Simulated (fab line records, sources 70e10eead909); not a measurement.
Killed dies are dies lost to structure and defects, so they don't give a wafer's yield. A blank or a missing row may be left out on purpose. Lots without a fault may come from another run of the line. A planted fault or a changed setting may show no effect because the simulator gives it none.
fab line records | flow nand_harc
record lots=24 wafers=72 last_day=35
route steps=1302 shown A_CHANNEL_HOLE_D1@470 A_CHANNEL_HOLE_D2@589 A_CHANNEL_FILL_D2@633 A_STAIRCASE@639
lots that met no fault: from a run of the same line without faults
start_h: hours from the record's first day to the start of the lot's first wafer shown | wait_h: hours since the lot's step before | " the same as in the row above | L1.1+2: a row that stands for several wafers | - no value, or no start given | * or withheld: withheld | < > ~ a bound
route shown NAME@n: a module of which the file shows steps, and the number in the route of the first | usual: mean/standard deviation of fault-free wafers | same: alike in all rows | chamber/n: place in a boat | sites: the reading at each site | _std_site: their standard deviation | _edge_site: outer sites' mean less inner sites' | radius_mm: how far each site lies from the wafer's centre | mask NAME#n: copy n | behind: the tool/chamber that last shaped the wafer | hold: why the lot was held/for how many hours/how that ended | device: the transistor (n, p or np) that didn't switch | end of line: the same wafers' tests at the end of the route | a step without rows: its recipe alone | killed: dies lost to structure and defects at the first sort, not the wafer's yield | map: a wafer's dies, x killed, . not, _ none there
set.NAME: the setting as run; set.NAME@STEP: as run at that earlier step | model.NAME: the simulator's own value behind a step, which no gauge read
steps of the route over a sample of lots; a table a step, a row a wafer
services: from which hour (start_h, from the record's first day; less than 0 if before it) a tool's chamber was out of use, for how many hours, and why
## steps
# step NHARC_A_CHANNEL_HOLE_D1_CD_MEAS_18
# usual cd_nm=99.8/2.1
# columns lot.wafer tool chamber start_h wait_h cd_nm
L075.3 cd_sem-01 - 187.97 - 102.1
L075.4 " - " " 99.4
L075.6 " - " " 98.8
L074.2 cd_sem-01 - 188.69 - 98.9
L074.5 " - " " 98.3
L074.6 " - " " 97.1
L076.2 cd_sem-03 - 204.90 - 99.1
L076.4 " - " " 100.3
L076.5 " - " " 103.1
L077.1 cd_sem-01 - 208.49 - 105.0
L077.2 " - " " 103.8
L077.3 " - " " 97.4
L078.1 cd_sem-01 - 217.30 - 97.1
L078.2 " - " " 98.3
L078.3 " - " " 101.9
L079.2 cd_sem-03 - 231.94 - 98.5
L079.4 " - " " 99.1
L079.5 " - " " 96.4
L080.1 cd_sem-03 - 244.69 - 98.9
L080.2 " - " " 97.5
L080.5 " - " " 99.4
L081.1 cd_sem-01 - 253.63 - 100.1
L081.4 " - " " 97.8
L081.5 " - " " 98.3
L082.1 cd_sem-01 - 271.83 - 98.3
L082.2 " - " " 101.5
L082.6 " - " " 101.9
L083.2 cd_sem-02 - 273.76 - 101.6
L083.5 " - " " 101.1
L083.6 " - " " 102.6
L085.3 cd_sem-02 - 285.81 - 97.9
L085.5 " - " " 100.7
L085.6 " - " " 97.4
L084.2 cd_sem-02 - 288.34 - 95.6
L084.4 " - " " 97.6
L084.6 " - " " 96.8
L086.2 cd_sem-02 - 296.38 - 97.5
L086.3 " - " " 100.0
L086.5 " - " " 100.1
L089.1 cd_sem-01 - 321.83 - 103.3
L089.5 " - " " 102.1
L089.6 " - " " 97.4
L088.1 cd_sem-02 - 322.73 - 101.6
L088.2 " - " " 97.9
L088.4 " - " " 101.0
L087.2 cd_sem-02 - 323.43 - 103.7
L087.3 " - " " 102.0
L087.5 " - " " 99.0
L090.2 cd_sem-02 - 338.52 - 99.3
L090.3 " - " " 98.2
L090.6 " - " " 101.7
L091.1 cd_sem-01 - 350.77 - 98.0
L091.4 " - " " 98.3
L091.5 " - " " 98.0
L092.1 cd_sem-03 - 370.76 - 97.5
L092.3 " - " " 97.7
L092.5 " - " " 97.5
L093.3 cd_sem-01 - 373.05 - 101.1
L093.5 " - " " 99.5
L093.6 " - " " 103.5
L094.2 cd_sem-02 - 381.12 - 105.7
L094.4 " - " " 100.7
L094.5 " - " " 101.2
L096.2 cd_sem-03 - 392.94 - 104.6
L096.3 " - " " 98.5
L096.5 " - " " 100.7
L095.3 cd_sem-02 - 394.03 - 99.8
L095.5 " - " " 101.3
L095.6 " - " " 100.4
L097.2 cd_sem-02 - 410.91 - 98.6
L097.3 " - " " 99.4
L097.4 " - " " 101.7
# step NHARC_A_CHANNEL_HOLE_D1_ETCH_19
# recipe bias_v=1200 source_w=2500 pressure_mtorr=15 time_s=34.5 ar_flow_sccm=375 c4f8_flow_sccm=28.8 o2_flow_sccm=96.2 temp_c=-20 target_depth_a=* chemistry=C4F8/O2/Ar
# usual drypump_motor_current_A=5.4/0.51 oes_air_line_au=0.998/0.019 showerhead_plenum_p_Torr=3.66/0.13 throttle_valve_pct=37.037/0.0095
# columns lot.wafer tool chamber start_h wait_h drypump_motor_current_A oes_air_line_au rf_hours_counter_h showerhead_plenum_p_Torr throttle_valve_pct
L075.3 har_etch-02 0 188.07 0.1 5.0 0.970 - 3.81 37.036
L075.4 " 1 " " 4.9 0.960 - 3.50 37.025
L075.6 " 0 " " 5.0 0.945 - 3.81 37.039
L074.2 har_etch-01 1 188.76 0.1 5.9 0.979 92 3.65 37.029
L074.5 " 1 " " 5.9 0.999 - 3.65 37.049
L074.6 " 0 " " 6.0 1.024 - 3.78 37.042
L076.2 har_etch-02 1 207.18 2.3 4.9 0.995 - 3.50 37.032
L076.4 " 1 " " 4.9 1.006 - 3.49 37.054
L076.5 " 1 " " 4.9 0.980 - 3.49 37.028
L077.1 har_etch-01 0 211.32 2.8 6.0 0.999 107 3.77 37.032
L077.2 " 1 " " 5.9 0.993 107 3.64 37.049
L077.3 " 0 " " 6.0 1.044 - 3.77 37.041
L078.2 har_etch-01 1 219.65 2.3 5.8 1.006 115 3.64 37.026
L078.1 " 0 " " 6.0 0.984 115 3.77 37.046
L078.3 " 0 " " 6.0 1.002 - 3.76 37.025
L079.2 har_etch-02 0 232.01 0.1 5.0 0.987 313 3.80 37.052
L079.4 " 0 " " 5.0 0.971 - 3.80 37.020
L079.5 " 0 " " 5.0 0.968 - 3.80 37.034
L080.1 har_etch-02 0 244.77 0.1 5.0 0.986 317 3.80 37.025
L080.2 " 1 " " 4.9 0.990 332 3.48 37.042
L080.5 " 0 " " 5.0 1.001 - 3.80 37.060
L081.1 har_etch-02 0 253.88 0.2 5.0 0.968 324 3.80 37.045
L081.4 " 1 " " 4.9 1.012 - 3.48 37.045
L081.5 " 0 " " 5.0 0.973 - 3.80 37.032
L082.1 har_etch-02 1 271.90 0.1 4.8 1.019 347 3.47 37.034
L082.2 " 0 " " 5.0 1.021 332 3.79 37.037
L082.6 " 1 " " 4.9 1.030 - 3.47 37.060
L083.2 har_etch-01 0 275.75 2.0 6.0 1.020 145 3.75 37.033
L083.5 " 1 " " 5.9 0.998 - 3.62 37.057
L083.6 " 0 " " 6.0 1.015 - 3.75 37.039
L085.3 har_etch-01 0 285.91 0.1 6.0 1.024 - 3.74 37.032
L085.5 " 0 " " 6.0 1.027 - 3.74 37.035
L085.6 " 1 " " 5.8 1.028 - 3.62 37.033
L084.2 har_etch-02 1 288.41 0.1 4.9 0.986 358 3.47 37.048
L084.4 " 1 " " 4.9 0.978 - 3.47 37.049
L084.6 " 0 " " 5.0 1.019 - 3.78 37.059
L086.2 har_etch-01 0 297.54 1.2 6.0 1.028 161 3.74 37.042
L086.3 " 0 " " 6.0 0.988 - 3.74 37.037
L086.5 " 1 " " 5.8 1.014 - 3.62 37.049
L089.1 har_etch-02 0 321.90 0.1 5.0 0.995 362 3.77 37.045
L089.6 " 0 " " 5.0 1.044 - 3.77 37.022
L089.5 " 1 " " 4.9 0.995 - 3.46 37.030
L088.2 har_etch-01 1 322.81 0.1 5.9 0.988 176 3.61 37.029
L088.1 " 0 " " 6.0 1.038 176 3.73 37.047
L088.4 " 1 " " 5.9 0.979 - 3.61 37.035
L087.2 har_etch-02 0 326.07 2.6 5.0 0.988 366 3.77 37.033
L087.3 " 0 " " 5.0 1.000 - 3.77 37.027
L087.5 " 0 " " 5.0 0.969 - 3.77 37.030
L090.2 har_etch-02 0 338.59 0.1 5.0 0.975 374 3.77 37.038
L090.3 " 0 " " 5.0 0.974 - 3.77 37.032
L090.6 " 0 " " 5.0 0.966 - 3.77 37.032
L091.1 har_etch-01 0 350.86 0.1 6.0 1.021 187 3.72 37.049
L091.4 " 1 " " 5.8 0.999 - 3.60 37.039
L091.5 " 1 " " 5.8 1.027 - 3.60 37.028
L092.1 har_etch-02 1 372.59 1.8 4.8 1.008 404 3.44 37.030
L092.3 " 0 " " 5.0 0.983 - 3.76 37.042
L092.5 " 1 " " 4.9 1.013 - 3.44 37.033
L093.3 har_etch-01 0 375.62 2.6 6.0 0.982 - 3.72 37.042
L093.5 " 1 " " 5.9 1.008 - 3.59 37.040
L093.6 " 0 " " 6.1 1.029 - 3.72 37.044
L094.2 har_etch-01 1 383.53 2.4 5.9 1.003 210 3.59 37.031
L094.4 " 1 " " 5.9 0.993 - 3.59 37.055
L094.5 " 0 " " 6.0 1.000 - 3.71 37.045
L096.2 har_etch-02 1 397.54 4.6 4.8 1.008 0 3.99 37.054
L096.3 " 0 " " 5.0 0.987 - 3.75 37.037
L096.5 " 0 " " 5.0 1.040 - 3.75 37.037
L095.3 har_etch-01 1 399.93 5.9 5.9 1.018 - 3.58 37.045
L095.6 " 0 " " 6.0 0.987 - 3.70 37.047
L095.5 " 1 " " 5.9 0.968 - 3.58 37.027
L097.2 har_etch-01 1 412.36 1.4 5.9 1.013 237 3.57 37.017
L097.3 " 0 " " 6.0 0.970 - 3.70 37.052
L097.4 " 1 " " 5.8 0.996 - 3.57 37.038
# step NHARC_A_CHANNEL_HOLE_D2_ETCH_16
# recipe target_depth_a=31000 over_etch_frac=0.3 time_s=806 ion_energy_ev=150 o2_flow_sccm=400 cos_flow_sccm=20 ar_flow_sccm=0 rf_w=500 bias_w=300 chemistry=O2/COS
# usual drypump_motor_current_A=5.7/0.46 oes_product_au=1.002/0.012 rf_vpp_V=315.2/1.8 showerhead_plenum_p_Torr=3.20/0.11 throttle_valve_pct=28.329/0.0092
# columns lot.wafer tool chamber start_h wait_h drypump_motor_current_A oes_product_au rf_hours_counter_h rf_vpp_V showerhead_plenum_p_Torr throttle_valve_pct
L075.3 rie_diel-11 2 - - 6.1 1.018 2 316.1 3.32 28.336
L075.4 " 0 " " 5.5 1.001 2 316.4 3.21 28.329
L075.6 " 2 " " 6.1 1.006 - 318.1 3.32 28.322
L074.2 rie_diel-10 2 - - 5.7 0.999 2 311.9 2.93 28.315
L074.6 " 0 " " 6.4 0.992 - 315.4 3.23 28.324
L074.5 " 2 " " 5.7 1.003 - 310.7 2.93 28.337
L076.4 rie_diel-11 2 - - 6.1 1.007 3 318.0 3.32 28.323
L076.2 " 0 " " 5.5 1.006 3 315.3 3.21 28.321
L076.5 " 2 " " 6.1 1.011 - 318.3 3.32 28.334
L077.3 rie_diel-06 2 - - 5.9 0.995 0 311.9 3.09 28.338
L077.1 " 3 " " 5.3 0.990 0 315.5 3.22 28.328
L077.2 " 0 " " 5.3 1.003 0 317.5 3.24 28.334
L078.1 rie_diel-06 3 - - 5.3 0.984 1 314.8 3.22 28.314
L078.3 " 1 " " 5.5 0.979 1 315.7 3.27 28.333
L078.2 " 2 " " 5.9 0.990 1 312.8 3.09 28.321
L081.4 rie_diel-11 2 - - 6.1 1.012 6 314.8 3.32 28.334
L081.1 " 0 " " 5.5 1.005 4 316.2 3.21 28.327
L081.5 " 3 " " 5.7 1.018 - 317.8 3.33 28.329
L079.2 rie_diel-06 2 - - 5.9 0.989 3 312.9 3.09 28.338
L079.4 " 2 " " 5.9 0.995 - 314.5 3.09 28.333
L079.5 " 1 " " 5.5 0.981 - 316.7 3.26 28.320
L080.2 rie_diel-10 0 - - 6.4 0.995 6 315.1 3.23 28.309
L080.1 " 2 " " 5.7 1.000 5 310.3 2.92 28.344
L080.5 " 1 " " 6.0 0.983 - 312.8 3.03 28.322
L083.2 rie_diel-06 2 - - 5.9 0.991 7 314.8 3.09 28.327
L083.5 " 2 " " 5.9 1.002 - 313.8 3.09 28.341
L083.6 " 0 " " 5.3 1.009 - 316.5 3.23 28.319
L082.1 rie_diel-11 2 - - 6.1 1.019 8 316.4 3.31 28.336
L082.2 " 3 " " 5.6 1.020 7 315.5 3.33 28.328
L082.6 " 1 " " 4.7 1.007 - 312.3 3.09 28.324
L085.3 rie_diel-11 1 - - 4.7 0.983 7 314.0 3.09 28.327
L085.6 " 1 " " 4.7 0.989 - 314.8 3.09 28.335
L085.5 " 2 " " 6.1 1.001 - 317.2 3.31 28.336
L084.2 rie_diel-10 0 - - 6.4 1.011 9 314.3 3.23 28.334
L084.6 " 1 " " 6.0 1.013 - 314.2 3.03 28.337
L084.4 " 3 " " 5.9 1.015 - 316.1 3.28 28.317
L086.3 rie_diel-11 1 - - 4.7 0.980 8 314.3 3.09 28.327
L086.2 " 2 " " 6.1 1.009 9 316.8 3.31 28.327
L086.5 " 0 " " 5.5 0.993 - 315.1 3.20 28.320
L088.4 rie_diel-10 1 - - 6.0 1.012 0 312.3 3.03 28.325
L088.2 " 2 " " 5.7 1.016 0 310.2 2.92 28.334
L088.1 " 3 " " 5.9 0.999 0 317.5 3.28 28.341
L089.1 rie_diel-11 2 - - 6.1 1.016 11 317.4 3.31 28.333
L089.5 " 0 " " 5.5 0.993 - 315.7 3.20 28.339
L089.6 " 1 " " 4.7 0.990 - 314.0 3.09 28.340
L087.2 rie_diel-06 1 - - 5.5 0.993 11 315.4 3.26 28.335
L087.3 " 0 " " 5.3 1.007 11 314.1 3.23 28.324
L087.5 " 2 " " 5.9 1.005 - 313.5 3.09 28.333
L090.2 rie_diel-10 0 - - 6.4 1.008 2 315.4 3.22 28.326
L090.3 " 3 " " 6.0 1.007 1 317.0 3.28 28.335
L090.6 " 0 " " 6.4 1.008 - 315.1 3.22 28.324
L091.4 rie_diel-11 2 - - 6.1 1.002 1 316.8 3.31 28.308
L091.1 " 3 " " 5.6 0.997 1 316.8 3.33 28.338
L091.5 " 1 " " 4.7 0.983 - 313.6 3.09 28.330
L093.3 rie_diel-10 3 - - 5.9 0.993 4 316.4 3.28 28.340
L093.6 " 0 " " 6.5 1.004 - 316.5 3.22 28.324
L093.5 " 1 " " 6.0 1.007 - 313.2 3.03 28.326
L092.1 rie_diel-11 3 - - 5.6 1.002 2 317.0 3.33 28.333
L092.3 " 0 " " 5.5 0.994 2 315.7 3.20 28.345
L092.5 " 0 " " 5.5 0.985 - 316.0 3.20 28.345
L094.4 rie_diel-11 2 - - 6.1 1.006 2 316.2 3.31 28.327
L094.2 " 0 " " 5.5 0.987 3 314.9 3.20 28.342
L094.5 " 2 " " 6.1 1.009 - 316.5 3.31 28.345
L095.3 rie_diel-06 1 - - 5.5 0.986 1 317.1 3.26 28.331
L095.5 " 0 " " 5.3 1.007 - 316.3 3.23 28.334
L095.6 " 1 " " 5.5 0.986 - 315.5 3.26 28.325
L096.2 rie_diel-10 3 - - 5.9 1.007 7 315.2 3.27 28.336
L096.3 " 1 " " 6.0 1.022 7 313.0 3.03 28.353
L096.5 " 0 " " 6.4 1.019 - 316.5 3.22 28.319
L097.3 rie_diel-06 0 - - 5.3 1.010 2 315.7 3.23 28.354
L097.4 " 1 " " 5.5 0.992 1 316.5 3.26 28.331
L097.2 " 2 " " 5.9 1.009 1 314.2 3.09 28.331
# step NHARC_A_CHANNEL_HOLE_D2_INSPECT_40
# usual raw_defect_count=298/75
# columns lot.wafer tool chamber start_h wait_h raw_defect_count
L075.3 defect_inspect-01 - 299.07 - 447
L075.4 " - " " 453
L075.6 " - " " 558
L074.2 defect_inspect-01 - 299.65 - 206
L074.5 " - " " 269
L074.6 " - " " 229
L076.2 defect_inspect-01 - 321.73 - 323
L076.4 " - " " 301
L076.5 " - " " 387
L077.1 defect_inspect-02 - 323.54 - 377
L077.2 " - " " 388
L077.3 " - " " 386
L078.1 defect_inspect-02 - 332.72 - 231
L078.2 " - " " 295
L078.3 " - " " 290
L081.1 defect_inspect-01 - 365.09 - 352
L081.4 " - " " 257
L081.5 " - " " 330
L080.1 defect_inspect-02 - 365.36 - 362
L080.2 " - " " 335
L080.5 " - " " 328
L079.2 defect_inspect-01 - 369.24 - 297
L079.4 " - " " 257
L079.5 " - " " 280
L083.2 defect_inspect-01 - 393.42 - 299
L083.5 " - " " 212
L083.6 " - " " 206
L082.1 defect_inspect-01 - 397.58 - 346
L082.2 " - " " 190
L082.6 " - " " 346
L085.3 defect_inspect-02 - 407.55 - 193
L085.5 " - " " 163
L085.6 " - " " 254
L084.2 defect_inspect-02 - 409.71 - 288
L084.4 " - " " 416
L084.6 " - " " 289
L086.2 defect_inspect-01 - 413.89 - 221
L086.3 " - " " 284
L086.5 " - " " 285
L088.1 defect_inspect-01 - 435.50 - 297
L088.2 " - " " 207
L088.4 " - " " 340
L089.1 defect_inspect-02 - 435.67 - 341
L089.5 " - " " 264
L089.6 " - " " 327
L087.2 defect_inspect-01 - 439.66 - 331
L087.3 " - " " 408
L087.5 " - " " 355
L090.2 defect_inspect-02 - 455.91 - 250
L090.3 " - " " 334
L090.6 " - " " 283
L091.1 defect_inspect-02 - 464.90 - 263
L091.4 " - " " 266
L091.5 " - " " 323
L093.3 defect_inspect-02 - 485.69 - 212
L093.5 " - " " 262
L093.6 " - " " 383
L092.1 defect_inspect-01 - 489.92 - 356
L092.3 " - " " 297
L092.5 " - " " 309
L094.2 defect_inspect-02 - 500.10 - 234
L094.4 " - " " 394
L094.5 " - " " 302
L095.3 defect_inspect-02 - 521.19 - 170
L095.5 " - " " 250
L095.6 " - " " 480
L096.2 defect_inspect-02 - 525.35 - 192
L096.3 " - " " 230
L096.5 " - " " 276
L097.2 defect_inspect-01 - 536.97 - 207
L097.3 " - " " 260
L097.4 " - " " 289
# step NHARC_A_CHANNEL_FILL_D2_CMP_10
# recipe target_thk_nm=150
# usual motor_current_A=12.1/1.2 slurry_flow_ml_min=149.9/0.47 time_to_endpoint_s=15.1/2.3
# columns lot.wafer tool chamber start_h wait_h motor_current_A slurry_flow_ml_min time_to_endpoint_s
L075.3 cmp-02 1 347.31 0.4 11.7 150.3 13.6
L075.4 " 0 " " 13.6 149.1 13.4
L075.6 " 1 " " 11.5 149.9 14.2
L074.2 cmp-03 3 347.31 0.4 12.4 149.7 18.4
L074.6 " 3 " " 12.8 150.6 16.6
L074.5 " 0 " " 10.8 149.6 19.0
L076.4 cmp-04 0 372.48 0.4 12.3 149.6 13.6
L076.2 " 2 " " 13.8 149.2 14.6
L076.5 " 0 " " 12.2 150.1 13.8
L077.2 cmp-03 0 372.48 0.4 10.7 150.1 18.2
L077.1 " 2 " " 10.1 149.4 21.3
L077.3 " 3 " " 12.1 149.2 16.2
L078.2 cmp-03 3 380.45 0.4 12.0 150.0 13.9
L078.3 " 0 " " 9.8 149.8 16.0
L078.1 " 1 " " 10.8 150.0 13.5
L080.2 cmp-02 1 411.43 0.4 11.3 150.8 15.2
L080.1 " 0 " " 13.1 150.6 17.0
L080.5 " 2 " " 11.2 150.5 18.4
L081.4 cmp-03 1 411.48 0.4 10.6 149.9 14.8
L081.1 " 2 " " 10.3 149.5 19.4
L081.5 " 0 " " 10.5 150.1 20.2
L079.4 cmp-02 0 417.95 0.4 13.6 150.0 18.7
L079.2 " 1 " " 11.8 149.5 15.4
L079.5 " 0 " " 12.6 150.0 18.0
L083.2 cmp-03 2 444.08 0.4 10.1 149.2 18.8
L083.6 " 1 " " 10.4 149.8 14.1
L083.5 " 2 " " 9.9 150.6 20.4
L082.1 cmp-02 1 444.11 0.4 11.4 149.1 11.7
L082.2 " 2 " " 11.3 149.7 13.5
L082.6 " 3 " " 13.6 150.1 13.3
L084.4 cmp-02 0 454.81 0.4 13.3 149.8 16.7
L084.2 " 3 " " 13.2 149.2 15.4
L084.6 " 0 " " 12.3 149.7 16.8
L085.3 cmp-04 0 454.86 0.4 12.5 150.0 16.5
L085.5 " 2 " " 11.8 149.1 15.2
L085.6 " 3 " " 12.2 150.0 11.8
L086.3 cmp-04 3 465.18 0.4 11.6 150.5 13.0
L086.2 " 0 " " 12.6 150.2 13.8
L086.5 " 0 " " 12.5 149.9 11.9
L087.2 cmp-03 1 487.01 0.4 10.2 149.9 15.2
L087.3 " 2 " " 9.8 149.9 18.2
L087.5 " 1 " " 10.6 149.6 13.2
L089.1 cmp-04 3 487.04 0.4 11.8 149.8 11.4
L089.5 " 2 " " 13.6 150.1 14.0
L089.6 " 3 " " 11.6 150.0 12.4
L088.4 cmp-02 0 487.04 0.4 13.1 150.8 17.5
L088.1 " 1 " " 11.5 149.8 17.5
L088.2 " 2 " " 12.1 150.0 17.6
L090.2 cmp-03 1 505.19 0.4 11.1 149.5 12.1
L090.3 " 3 " " 13.0 150.2 14.0
L090.6 " 2 " " 9.9 149.8 17.4
L091.1 cmp-04 0 517.27 0.4 13.1 150.4 13.8
L091.4 " 2 " " 13.5 150.6 14.9
L091.5 " 0 " " 12.6 149.4 13.5
L093.3 cmp-02 2 533.46 0.4 11.6 149.7 16.5
L093.6 " 3 " " 13.4 150.3 14.5
L093.5 " 0 " " 14.1 149.7 14.6
L092.1 cmp-04 1 540.53 0.4 13.4 150.6 13.5
L092.3 " 0 " " 12.5 149.2 14.8
L092.5 " 2 " " 13.7 149.6 12.8
L094.4 cmp-02 1 547.90 0.4 11.1 149.8 17.9
L094.2 " 3 " " 12.6 149.0 16.1
L094.5 " 1 " " 11.8 150.1 17.4
L095.3 cmp-03 3 569.21 0.4 12.0 149.4 14.4
L095.6 " 3 " " 12.2 149.9 13.6
L095.5 " 0 " " 10.9 149.8 16.9
L096.2 cmp-04 0 574.73 0.4 12.1 149.6 14.6
L096.3 " 1 " " 14.2 150.1 12.5
L096.5 " 3 " " 11.8 150.3 11.6
L097.4 cmp-04 0 582.88 0.4 12.0 149.8 12.9
L097.3 " 1 " " 14.5 150.3 13.8
L097.2 " 2 " " 13.5 150.3 15.6
# step NHARC_A_STAIRCASE_DEP_156
# recipe target_thk_a=500 temp_c=400 target_thk_nm=50 flow_sccm=200 rf_w=450 material=SiNx
# usual heater_power_w=674/98
# columns lot.wafer tool chamber start_h wait_h heater_power_w
L074.2 pecvd-03 1 347.99 0.1 624
L074.6 " 2 " " 513
L074.5 " 0 " " 578
L075.3 pecvd-01 2 348.19 0.1 779
L075.4 " 1 " " 566
L075.6 " 2 " " 792
L076.2 pecvd-01 0 373.16 0.1 645
L076.5 " 0 " " 647
L076.4 " 1 " " 662
L077.2 pecvd-01 0 373.33 0.1 747
L077.3 " 1 " " 682
L077.1 " 2 " " 717
L078.2 pecvd-03 0 381.47 0.1 500
L078.3 " 1 " " 623
L078.1 " 2 " " 596
L080.2 pecvd-03 1 412.15 0.1 601
L080.1 " 0 " " 587
L080.5 " 2 " " 635
L081.1 pecvd-04 0 412.16 0.1 793
L081.4 " 2 " " 744
L081.5 " 1 " " 773
L079.2 pecvd-03 0 418.69 0.1 614
L079.5 " 1 " " 649
L079.4 " 2 " " 591
L082.1 pecvd-04 2 444.77 0.1 841
L082.2 " 0 " " 645
L082.6 " 1 " " 746
L083.2 pecvd-01 1 444.97 0.1 680
L083.6 " 2 " " 782
L083.5 " 1 " " 707
L085.3 pecvd-01 0 455.59 0.2 734
L085.6 " 1 " " 639
L085.5 " 0 " " 745
L084.2 pecvd-03 2 455.67 0.2 590
L084.6 " 2 " " 587
L084.4 " 0 " " 513
L086.2 pecvd-03 0 465.86 0.1 560
L086.3 " 1 " " 612
L086.5 " 2 " " 525
L088.1 pecvd-01 2 487.69 0.1 688
L088.2 " 0 " " 690
L088.4 " 2 " " 663
L089.1 pecvd-03 1 487.74 0.1 565
L089.5 " 0 " " 600
L089.6 " 2 " " 585
L087.3 pecvd-01 1 487.86 0.1 635
L087.2 " 0 " " 629
L087.5 " 2 " " 716
L090.2 pecvd-03 1 505.87 0.1 633
L090.3 " 0 " " 602
L090.6 " 0 " " 624
L091.1 pecvd-03 2 517.96 0.1 606
L091.4 " 2 " " 602
L091.5 " 0 " " 477
L093.3 pecvd-04 0 534.22 0.2 755
L093.6 " 2 " " 911
L093.5 " 0 " " 743
L092.1 pecvd-01 0 541.23 0.1 790
L092.3 " 1 " " 568
L092.5 " 2 " " 784
L094.2 pecvd-01 1 548.61 0.1 586
L094.5 " 2 " " 817
L094.4 " 1 " " 596
L095.3 pecvd-04 1 569.93 0.1 720
L095.6 " 0 " " 753
L095.5 " 2 " " 854
L096.3 pecvd-01 2 575.39 0.1 783
L096.2 " 0 " " 800
L096.5 " 2 " " 764
L097.2 pecvd-04 1 583.57 0.1 786
L097.3 " 2 " " 755
L097.4 " 1 " " 807
## services
# columns tool chamber start_h hours kind
pecvd-03 - 165.38 1.0 repair
pecvd-01 - 169.81 0.5 repair
cmp-02 - 174.44 1.0 repair
rie_diel-11 - 183.67 2.5 repair
har_etch-01 - 184.79 1.1 repair
pecvd-03 - 185.43 13.0 pm
pecvd-01 - 213.21 1.0 repair
rie_diel-11 1 230.09 6.1 repair
pecvd-03 - 240.43 0.8 repair
rie_diel-11 - 255.50 9.0 pm
pecvd-03 - 277.30 0.9 repair
pecvd-01 - 328.99 13.0 pm
pecvd-03 1 361.79 13.5 repair
pecvd-03 - 366.43 13.0 pm
har_etch-02 - 380.54 17.0 pm
rie_diel-11 1 432.41 6.0 repair
rie_diel-11 - 432.50 9.0 pm
rie_diel-11 - 446.21 0.2 repair
pecvd-01 1 459.17 21.9 repair
rie_diel-11 - 508.27 0.3 repair
pecvd-01 - 509.99 13.0 pm
pecvd-01 - 532.98 0.5 repair
pecvd-03 - 547.56 13.0 pm
har_etch-01 - 556.48 4.0 repair
## key
fault none
